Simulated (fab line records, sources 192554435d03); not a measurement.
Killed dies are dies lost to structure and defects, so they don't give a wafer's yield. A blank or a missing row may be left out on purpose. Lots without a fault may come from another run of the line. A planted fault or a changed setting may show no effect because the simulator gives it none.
fab line records | flow n5_finfet | part 1 of 2: steps 1 to 22 of 30
record lots=5 wafers=15 last_day=17
route steps=1938 shown BEOL_M5@1175 BEOL_M6@1194
lots that met no fault: from a run of the same line without faults
start_h: hours from the record's first day to the start of the lot's first wafer shown | wait_h: hours since the lot's step before | " the same as in the row above | L1.1+2: a row that stands for several wafers | - no value, or no start given | * or withheld: withheld | < > ~ a bound
route shown NAME@n: a module of which the file shows steps, and the number in the route of the first | usual: mean/standard deviation of fault-free wafers | same: alike in all rows | chamber/n: place in a boat | sites: the reading at each site | _std_site: their standard deviation | _edge_site: outer sites' mean less inner sites' | radius_mm: how far each site lies from the wafer's centre | mask NAME#n: copy n | behind: the tool/chamber that last shaped the wafer | hold: why the lot was held/for how many hours/how that ended | device: the transistor (n, p or np) that didn't switch | end of line: the same wafers' tests at the end of the route | a step without rows: its recipe alone | killed: dies lost to structure and defects at the first sort, not the wafer's yield | map: a wafer's dies, x killed, . not, _ none there
set.NAME: the setting as run; set.NAME@STEP: as run at that earlier step | model.NAME: the simulator's own value behind a step, which no gauge read
lots at some steps of the route; a table a step, a row a wafer
services: from which hour (start_h, from the record's first day; less than 0 if before it) a tool's chamber was out of use, for how many hours, and why
## steps
# step N5_BEOL_M5_SPUTTER_48
# recipe material=Cu target_thk_a=150 temp_c=-20 chamber_pressure_pa=0.07 power_w=withheld time_s=27.62
# usual chuck_sensor_temp_C=-16.0/0.4 substrate_temp_c=-19.99/0.11 throttle_valve_pct=30.2/1.2
# same time_s=27.62
# columns lot.wafer tool chamber start_h wait_h chuck_sensor_temp_C substrate_temp_c throttle_valve_pct
L074.1 pvd_sputter-03 - 171.96 0.1 -16.1 -19.95 29.4
L074.4 " - " " -15.5 -20.02 30.6
L074.6 " - " " -16.1 -19.84 29.4
L077.2 pvd_sputter-01 - 191.35 0.1 -16.2 -19.97 30.9
L077.5 " - " " -16.8 -19.96 31.7
L077.6 " - " " -16.3 -19.92 31.4
L088.1 pvd_sputter-01 - 262.69 0.1 -16.2 -19.90 30.8
L088.2 " - " " -16.9 -19.71 31.8
L088.5 " - " " -16.6 -19.81 31.8
L092.4 pvd_sputter-02 - 294.36 0.1 -16.3 -19.87 28.6
L092.5 " - " " -16.5 -20.12 28.4
L092.6 " - " " -15.7 -19.93 29.7
L095.4 pvd_sputter-01 - 300.85 0.2 -15.4 -19.88 32.0
L095.5 " - " " -16.1 -20.15 31.0
L095.6 " - " " -15.4 -19.86 31.9
# step N5_BEOL_M5_ANNEAL_49
# recipe temp_c=400 time_s=1800 ambient=vacuum
# usual heater_power_w=850/86
# same time_s=1800
# columns lot.wafer tool chamber start_h wait_h heater_power_w
L074.1 pvd_sputter-03 - 172.04 0.0 907
L074.4 " - " " 714
L074.6 " - " " 889
L077.2 pvd_sputter-01 - 191.43 0.0 862
L077.5 " - " " 793
L077.6 " - " " 815
L088.1 pvd_sputter-01 - 262.77 0.0 820
L088.2 " - " " 775
L088.5 " - " " 794
L092.4 pvd_sputter-02 - 294.44 0.0 838
L092.5 " - " " 961
L092.6 " - " " 798
L095.4 pvd_sputter-01 - 300.93 0.0 892
L095.5 " - " " 846
L095.6 " - " " 867
# step N5_BEOL_M5_SPUTTER_81
# recipe material=Cu target_thk_a=150 temp_c=-20 chamber_pressure_pa=0.07 power_w=withheld time_s=27.62
# usual chuck_sensor_temp_C=-16.0/0.4 substrate_temp_c=-19.99/0.097 throttle_valve_pct=30.2/1.2
# same time_s=27.62
# columns lot.wafer tool chamber start_h wait_h chuck_sensor_temp_C substrate_temp_c throttle_valve_pct
L074.1 pvd_sputter-03 - 173.05 0.5 -16.2 -20.17 29.3
L074.4 " - " " -15.7 -19.99 30.6
L074.6 " - " " -16.1 -20.08 29.7
L077.2 pvd_sputter-01 - 192.52 0.5 -16.2 -20.04 30.7
L077.5 " - " " -16.6 -19.82 31.9
L077.6 " - " " -16.4 -19.88 31.2
L088.1 pvd_sputter-01 - 263.78 0.5 -16.1 -20.00 31.1
L088.2 " - " " -16.8 -20.03 31.7
L088.5 " - " " -16.8 -19.87 31.6
L092.4 pvd_sputter-02 - 295.44 0.5 -16.3 -20.01 28.5
L092.5 " - " " -16.6 -20.05 27.9
L092.6 " - " " -15.8 -19.95 29.6
L095.4 pvd_sputter-01 - 301.93 0.5 -15.4 -19.85 31.9
L095.5 " - " " -16.3 -20.02 30.9
L095.6 " - " " -15.5 -19.94 31.8
# step N5_BEOL_M5_ANNEAL_82
# recipe temp_c=400 time_s=1800 ambient=vacuum
# usual heater_power_w=850/87
# same time_s=1800
# columns lot.wafer tool chamber start_h wait_h heater_power_w
L074.1 pvd_sputter-03 - 173.13 0.0 910
L074.4 " - " " 695
L074.6 " - " " 867
L077.2 pvd_sputter-01 - 192.61 0.0 838
L077.5 " - " " 797
L077.6 " - " " 812
L088.1 pvd_sputter-01 - 263.86 0.0 858
L088.2 " - " " 798
L088.5 " - " " 776
L092.4 pvd_sputter-02 - 295.52 0.0 855
L092.5 " - " " 965
L092.6 " - " " 824
L095.4 pvd_sputter-01 - 302.01 0.0 894
L095.5 " - " " 857
L095.6 " - " " 906
# step N5_BEOL_M5_SPUTTER_83
# recipe material=Cu target_thk_a=150 temp_c=-20 chamber_pressure_pa=0.07 power_w=withheld time_s=27.62
# usual chuck_sensor_temp_C=-16.0/0.4 substrate_temp_c=-20.00/0.11 throttle_valve_pct=30.2/1.2
# same time_s=27.62
# columns lot.wafer tool chamber start_h wait_h chuck_sensor_temp_C substrate_temp_c throttle_valve_pct
L074.1 pvd_sputter-03 - 174.14 0.5 -16.0 -20.05 29.3
L074.4 " - " " -15.7 -19.93 30.5
L074.6 " - " " -15.9 -20.05 29.2
L077.2 pvd_sputter-01 - 193.70 0.5 -15.9 -20.01 30.7
L077.5 " - " " -16.5 -19.97 32.0
L077.6 " - " " -16.4 -19.99 31.2
L088.1 pvd_sputter-01 - 264.86 0.5 -16.1 -19.99 30.8
L088.2 " - " " -16.7 -20.09 32.0
L088.5 " - " " -16.8 -20.34 31.9
L092.4 pvd_sputter-02 - 296.53 0.5 -16.3 -20.14 28.8
L092.5 " - " " -16.6 -20.22 28.1
L092.6 " - " " -16.1 -20.02 29.7
L095.4 pvd_sputter-01 - 303.02 0.5 -15.5 -20.04 32.0
L095.5 " - " " -16.0 -19.93 30.9
L095.6 " - " " -15.3 -19.95 31.8
# step N5_BEOL_M5_ANNEAL_84
# recipe temp_c=400 time_s=1800 ambient=vacuum
# usual heater_power_w=851/86
# same time_s=1800
# columns lot.wafer tool chamber start_h wait_h heater_power_w
L074.1 pvd_sputter-03 - 174.22 0.0 899
L074.4 " - " " 712
L074.6 " - " " 884
L077.2 pvd_sputter-01 - 193.79 0.0 831
L077.5 " - " " 817
L077.6 " - " " 816
L088.1 pvd_sputter-01 - 264.94 0.0 857
L088.2 " - " " 784
L088.5 " - " " 789
L092.4 pvd_sputter-02 - 296.61 0.0 862
L092.5 " - " " 956
L092.6 " - " " 812
L095.4 pvd_sputter-01 - 303.10 0.0 890
L095.5 " - " " 849
L095.6 " - " " 886
# step N5_BEOL_M5_SPUTTER_88
# recipe material=Cu target_thk_a=150 temp_c=-20 chamber_pressure_pa=0.07 power_w=withheld time_s=27.62
# usual chuck_sensor_temp_C=-16.1/0.4 substrate_temp_c=-19.99/0.11 throttle_valve_pct=30.2/1.2
# same time_s=27.62
# columns lot.wafer tool chamber start_h wait_h chuck_sensor_temp_C substrate_temp_c throttle_valve_pct
L074.1 pvd_sputter-03 - 175.22 0.5 -16.1 -19.99 29.3
L074.4 " - " " -15.5 -19.97 30.4
L074.6 " - " " -16.0 -20.12 29.5
L077.2 pvd_sputter-01 - 194.88 0.5 -16.2 -19.99 30.9
L077.5 " - " " -16.7 -20.03 31.8
L077.6 " - " " -16.2 -20.07 31.6
L088.1 pvd_sputter-01 - 265.95 0.5 -16.2 -20.02 30.7
L088.2 " - " " -16.7 -20.07 31.9
L088.5 " - " " -16.7 -19.87 31.9
L092.4 pvd_sputter-02 - 297.62 0.5 -16.3 -20.10 28.6
L092.5 " - " " -16.9 -20.00 28.4
L092.6 " - " " -15.9 -20.03 29.5
L095.4 pvd_sputter-01 - 304.11 0.5 -15.5 -19.86 31.7
L095.5 " - " " -16.1 -19.96 31.0
L095.6 " - " " -15.4 -19.95 32.2
# step N5_BEOL_M5_ANNEAL_89
# recipe temp_c=400 time_s=1800 ambient=vacuum
# usual heater_power_w=851/84
# same time_s=1800
# columns lot.wafer tool chamber start_h wait_h heater_power_w
L074.1 pvd_sputter-03 - 175.30 0.0 871
L074.4 " - " " 717
L074.6 " - " " 894
L077.2 pvd_sputter-01 - 194.97 0.0 864
L077.5 " - " " 807
L077.6 " - " " 819
L088.1 pvd_sputter-01 - 266.03 0.0 852
L088.2 " - " " 802
L088.5 " - " " 776
L092.4 pvd_sputter-02 - 297.70 0.0 839
L092.5 " - " " 952
L092.6 " - " " 820
L095.4 pvd_sputter-01 - 304.19 0.0 895
L095.5 " - " " 847
L095.6 " - " " 875
# step N5_BEOL_M5_SPUTTER_90
# recipe material=Cu target_thk_a=45 temp_c=-20 chamber_pressure_pa=0.07 power_w=withheld time_s=8.29
# usual chuck_sensor_temp_C=-16.0/0.4 substrate_temp_c=-19.99/0.1 throttle_valve_pct=30.2/1.2
# same time_s=8.29
# columns lot.wafer tool chamber start_h wait_h chuck_sensor_temp_C substrate_temp_c throttle_valve_pct
L074.1 pvd_sputter-03 - 176.31 0.5 -15.9 -20.22 29.6
L074.4 " - " " -15.6 -20.36 30.7
L074.6 " - " " -16.3 -20.10 29.2
L077.2 pvd_sputter-01 - 196.06 0.5 -16.2 -20.00 30.9
L077.5 " - " " -16.8 -19.89 31.8
L077.6 " - " " -16.5 -20.13 31.4
L088.1 pvd_sputter-01 - 267.04 0.5 -16.3 -20.15 31.0
L088.2 " - " " -16.7 -19.98 32.0
L088.5 " - " " -16.7 -19.87 32.0
L092.4 pvd_sputter-02 - 298.70 0.5 -16.3 -20.24 28.6
L092.5 " - " " -16.7 -20.05 27.8
L092.6 " - " " -16.0 -19.99 29.9
L095.4 pvd_sputter-01 - 305.19 0.5 -15.3 -19.93 32.0
L095.5 " - " " -16.1 -19.97 30.9
L095.6 " - " " -15.3 -20.03 32.1
# step N5_BEOL_M5_ECD_50
# recipe material=Cu target_thk_a=3000
# columns lot.wafer tool chamber start_h wait_h
L074.1+4+6 ecd_cu-02 1,0,1 176.43 0.1
L077.2+5+6 ecd_cu-01 1,0,1 196.18 0.1
L088.1+2+5 ecd_cu-01 1,0,0 267.15 0.1
L092.4+5+6 ecd_cu-01 0,0,1 298.84 0.1
L095.4+5+6 ecd_cu-02 0,0,1 305.33 0.1
# step N5_BEOL_M5_ANNEAL_51
# recipe temp_c=225 time_s=90 ambient=N2
# usual wafer_temp_C_max=226.8/0.41
# same time_s=90
# columns lot.wafer tool chamber start_h wait_h wafer_temp_C_max
L074.1 rtp_anneal-01 0 176.56 0.1 226.5
L074.4 " 0 " " 226.3
L074.6 " 0 " " 226.5
L077.2 rtp_anneal-02 0 196.31 0.1 226.9
L077.5 " 0 " " 226.4
L077.6 " 0 " " 226.7
L088.1 rtp_anneal-02 0 267.37 0.2 226.7
L088.2 " 0 " " 226.9
L088.5 " 0 " " 227.1
L092.4 rtp_anneal-02 0 299.18 0.3 226.7
L092.5 " 0 " " 226.8
L092.6 " 0 " " 227.0
L095.4 rtp_anneal-01 0 305.87 0.5 226.4
L095.5 " 0 " " 226.2
L095.6 " 0 " " 226.6
# step N5_BEOL_M5_CMP_52
# recipe stop_on=SiCOH_lowk t_overpolish_s=6.9 down_force_psi=1 platen_rpm=50 clearing_platen_down_force_psi=1.5 clearing_platen_rpm=50 post_cmp_clean=cu_alkaline target_thk_nm=62 clearing_platen_pad_velocity_m_s=0.99484 pad_velocity_m_s=0.99484
# usual barrier_field_endpoint_s=24.8/0.72 motor_current_A=6.2/0.56 overpolish_run_s=6.901/0.0093 time_to_endpoint_s=62/4
# columns lot.wafer tool chamber start_h wait_h barrier_field_endpoint_s motor_current_A overpolish_run_s time_to_endpoint_s
L074.1 cmp-01 1 176.86 0.3 25.4 6.5 6.909 68
L074.4 " 0 " " 24.5 6.3 6.893 63
L074.6 " 1 " " 25.8 6.4 6.893 67
L077.2 cmp-01 0 196.68 0.3 24.4 6.6 6.900 62
L077.6 " 1 " " 25.2 6.8 6.887 65
L077.5 " 2 " " 24.9 5.4 6.903 66
L088.2 cmp-02 1 267.71 0.2 24.7 7.2 6.900 57
L088.1 " 2 " " 24.6 6.4 6.916 60
L088.5 " 1 " " 23.8 6.7 6.893 54
L092.4 cmp-01 1 299.49 0.2 25.1 6.7 6.891 65
L092.6 " 1 " " 24.4 6.8 6.891 66
L092.5 " 2 " " 24.7 5.5 6.900 63
L095.4 cmp-02 1 306.04 0.1 23.6 7.1 6.905 56
L095.6 " 1 " " 23.5 7.2 6.898 51
L095.5 " 2 " " 23.7 6.7 6.896 56
# step N5_BEOL_M5_THK_MEAS_53
# recipe thk_meas_gauge=xrf reads=Cu_of_BEOL_M5_ECD_50
# usual M5_THK=60.1/1.9
# columns lot.wafer tool chamber start_h wait_h M5_THK[nm]
L074.1 film_metro-02 - 177.16 - 60.4
L074.4 " - " " 58.4
L074.6 " - " " 61.3
L077.2 film_metro-02 - 196.86 - 61.4
L077.5 " - " " 62.9
L077.6 " - " " 63.2
L088.1 film_metro-01 - 267.96 - 60.9
L088.2 " - " " 60.1
L088.5 " - " " 59.5
L092.4 film_metro-01 - 299.79 - 60.9
L092.5 " - " " 60.1
L092.6 " - " " 60.9
L095.4 film_metro-01 - 306.33 - 60.0
L095.5 " - " " 59.2
L095.6 " - " " 61.3
# step N5_BEOL_M5_PRE_CLEAN_77
# recipe gas=NH3/H2 time_s=15 temp_c=* rf_power_w=300
# usual heater_power_w=91/18
# same time_s=15
# columns lot.wafer tool chamber start_h wait_h heater_power_w
L074.1 cvd_co-02 2 177.19 0.0 88
L074.4 " 2 " " 87
L074.6 " 1 " " 95
L077.2 cvd_co-02 0 196.89 0.0 103
L077.5 " 0 " " 104
L077.6 " 2 " " 88
L088.1 cvd_co-01 2 268.00 0.0 72
L088.2 " 0 " " 50
L088.5 " 2 " " 71
L092.4 cvd_co-01 1 299.84 0.1 118
L092.5 " 2 " " 72
L092.6 " 0 " " 52
L095.4 cvd_co-02 0 306.39 0.1 103
L095.5 " 1 " " 100
L095.6 " 2 " " 90
# step N5_BEOL_M5_CO_CAP_78
# recipe material=Co target_thk_a=20 temp_c=200 precursor=CCTBA/H2 pressure_torr=30 time_s=102.1
# usual heater_power_w=243/23
# same time_s=102.1
# columns lot.wafer tool chamber start_h wait_h heater_power_w
L074.1 cvd_co-02 2 177.23 0.0 236
L074.4 " 2 " " 240
L074.6 " 1 " " 251
L077.2 cvd_co-02 0 196.93 0.0 266
L077.5 " 0 " " 267
L077.6 " 2 " " 243
L088.1 cvd_co-01 2 268.04 0.0 219
L088.2 " 0 " " 192
L088.5 " 2 " " 221
L092.4 cvd_co-01 1 299.90 0.0 273
L092.5 " 2 " " 219
L092.6 " 0 " " 196
L095.4 cvd_co-02 0 306.44 0.0 262
L095.5 " 1 " " 246
L095.6 " 2 " " 250
# step N5_BEOL_M5_PRE_CLEAN_55
# recipe gas=NH3 time_s=15 temp_c=withheld rf_power_w=300
# same time_s=15
# columns lot.wafer tool chamber start_h wait_h
L074.1+4+6 pecvd-01 2,1,0 177.32 0.1
L077.2+5+6 pecvd-01 1,2,1 197.03 0.1
L088.1+2+5 pecvd-02 1,0,0 268.14 0.1
L092.4+5+6 pecvd-01 0,2,1 299.98 0.0
L095.4+5+6 pecvd-01 1,2,0 306.51 0.0
# step N5_BEOL_M5_DEP_56
# recipe material=SiCN target_thk_a=80 temp_c=withheld precursor=3MS/NH3 pressure_torr=3 rf_w=202 time_s=14
# usual showerhead_plenum_p_Torr=3.661/0.011 throttle_valve_pct=9.0/0.44
# same time_s=14
# columns lot.wafer tool chamber start_h wait_h showerhead_plenum_p_Torr throttle_valve_pct
L074.1 pecvd-01 2 177.35 0.0 3.660 9.7
L074.4 " 1 " " 3.649 9.0
L074.6 " 0 " " 3.648 8.7
L077.2 pecvd-01 1 197.05 0.0 3.663 9.4
L077.5 " 2 " " 3.658 9.3
L077.6 " 1 " " 3.664 8.9
L088.1 pecvd-02 1 268.17 0.0 3.677 8.6
L088.2 " 0 " " 3.652 9.2
L088.5 " 0 " " 3.654 9.1
L092.4 pecvd-01 0 300.01 0.0 3.641 8.9
L092.5 " 2 " " 3.666 9.6
L092.6 " 1 " " 3.666 9.0
L095.4 pecvd-01 1 306.54 0.0 3.649 8.8
L095.5 " 2 " " 3.668 9.5
L095.6 " 0 " " 3.647 8.7
# step N5_BEOL_M5_RS_MEAS_57
# recipe thk_meas_gauge=four-point-probe reads=Co_of_BEOL_M5_CO_CAP_78+Cu_of_BEOL_M5_ECD_50+Co_of_BEOL_M5_CVD_47+TaN_of_BEOL_M5_ALD_86
# usual M5_RS=0.388/0.014
# columns lot.wafer tool chamber start_h wait_h M5_RS[ohm/sq]
L074.1 film_metro-01 - 177.42 0.1 0.381
L074.4 " - " " 0.395
L074.6 " - " " 0.377
L077.2 film_metro-01 - 197.12 0.1 0.384
L077.5 " - " " 0.374
L077.6 " - " " 0.370
L088.1 film_metro-02 - 268.24 0.0 0.383
L088.2 " - " " 0.389
L088.5 " - " " 0.395
L092.4 film_metro-02 - 300.06 0.0 0.384
L092.5 " - " " 0.390
L092.6 " - " " 0.384
L095.4 film_metro-02 - 306.59 0.0 0.394
L095.5 " - " " 0.400
L095.6 " - " " 0.382
# step N5_BEOL_M5_INSPECT_58
# recipe inspect_instrument=darkfield mode=post_dep
# usual raw_defect_count=73/26
# columns lot.wafer tool chamber start_h wait_h raw_defect_count
L074.1 defect_inspect-01 - 177.44 0.0 45
L074.4 " - " " 42
L074.6 " - " " 57
L077.2 defect_inspect-01 - 197.14 0.0 122
L077.5 " - " " 88
L077.6 " - " " 116
L088.1 defect_inspect-01 - 268.26 0.0 69
L088.2 " - " " 72
L088.5 " - " " 68
L092.4 defect_inspect-01 - 300.09 0.0 123
L092.5 " - " " 118
L092.6 " - " " 68
L095.4 defect_inspect-01 - 306.62 0.0 85
L095.5 " - " " 56
L095.6 " - " " 70
# step N5_BEOL_M6_ILD_DEP_00
# recipe material=SiCOH_lowk target_thk_a=1797.5 temp_c=300 precursor=DEMS/porogen pressure_torr=5 rf_w=500 time_s=33.4
# usual heater_power_w=283/40 showerhead_plenum_p_Torr=5.739/0.015 throttle_valve_pct=14.1/0.78
# same time_s=33.4
# columns lot.wafer tool chamber start_h wait_h heater_power_w showerhead_plenum_p_Torr throttle_valve_pct
L074.1 pecvd-03 0 177.48 0.0 337 5.751 13.9
L074.4 " 0 " " 339 5.761 13.9
L074.6 " 1 " " 260 5.746 14.8
L077.2 pecvd-03 0 197.18 0.0 343 5.739 13.7
L077.5 " 0 " " 350 5.772 13.7
L077.6 " 2 " " 246 5.727 12.7
L088.1 pecvd-03 1 268.30 0.0 235 5.733 15.0
L088.2 " 2 " " 249 5.743 12.9
L088.5 " 0 " " 383 5.749 13.8
L092.4 pecvd-04 2 300.14 0.1 275 5.746 13.7
L092.5 " 1 " " 301 5.763 15.3
L092.6 " 0 " " 230 5.737 14.3
L095.4 pecvd-04 1 306.68 0.1 276 5.765 15.3
L095.5 " 0 " " 253 5.729 14.0
L095.6 " 2 " " 255 5.749 13.8
# step N5_BEOL_M6_CURE_74
# recipe temp_c=385 time_s=240 ambient=He/Ar material=SiCOH_lowk
# usual lamp_power_pct=52.31/0.05 wafer_temp_C_max=386.4/0.58
# same time_s=240
# columns lot.wafer tool chamber start_h wait_h lamp_power_pct wafer_temp_C_max
L074.1 uv_cure-03 2 177.55 0.0 52.31 386.7
L074.4 " 2 " " 52.38 386.1
L074.6 " 2 " " 52.23 386.4
L077.2 uv_cure-03 1 197.32 0.1 52.25 386.3
L077.5 " 1 " " 52.21 386.0
L077.6 " 1 " " 52.28 385.7
L088.1 uv_cure-02 1 268.36 0.0 52.35 386.2
L088.2 " 1 " " 52.32 386.2
L088.5 " 1 " " 52.27 386.3
L092.4 uv_cure-03 1 300.42 0.3 52.34 386.0
L092.5 " 1 " " 52.28 386.3
L092.6 " 1 " " 52.39 385.8
L095.4 uv_cure-02 0 307.05 0.4 52.32 386.9
L095.5 " 0 " " 52.32 386.5
L095.6 " 0 " " 52.33 386.5
# step N5_BEOL_M6_THK_MEAS_01
# recipe reads=SiCOH_lowk_of_BEOL_M6_ILD_DEP_00
# usual M6_ILD_THK=155.5/2.3
# columns lot.wafer tool chamber start_h wait_h M6_ILD_THK[nm]
L074.1 film_metro-01 - 178.06 0.4 154.0
L074.4 " - " " 155.7
L074.6 " - " " 154.8
L077.2 film_metro-01 - 197.76 0.4 156.6
L077.5 " - " " 160.5
L077.6 " - " " 154.7
L088.1 film_metro-02 - 270.32 1.6 154.3
L088.2 " - " " 152.6
L088.5 " - " " 157.3
L092.4 film_metro-02 - 300.70 0.2 156.2
L092.5 " - " " 158.5
L092.6 " - " " 157.5
L095.4 film_metro-02 - 307.33 0.2 156.0
L095.5 " - " " 155.0
L095.6 " - " " 154.1
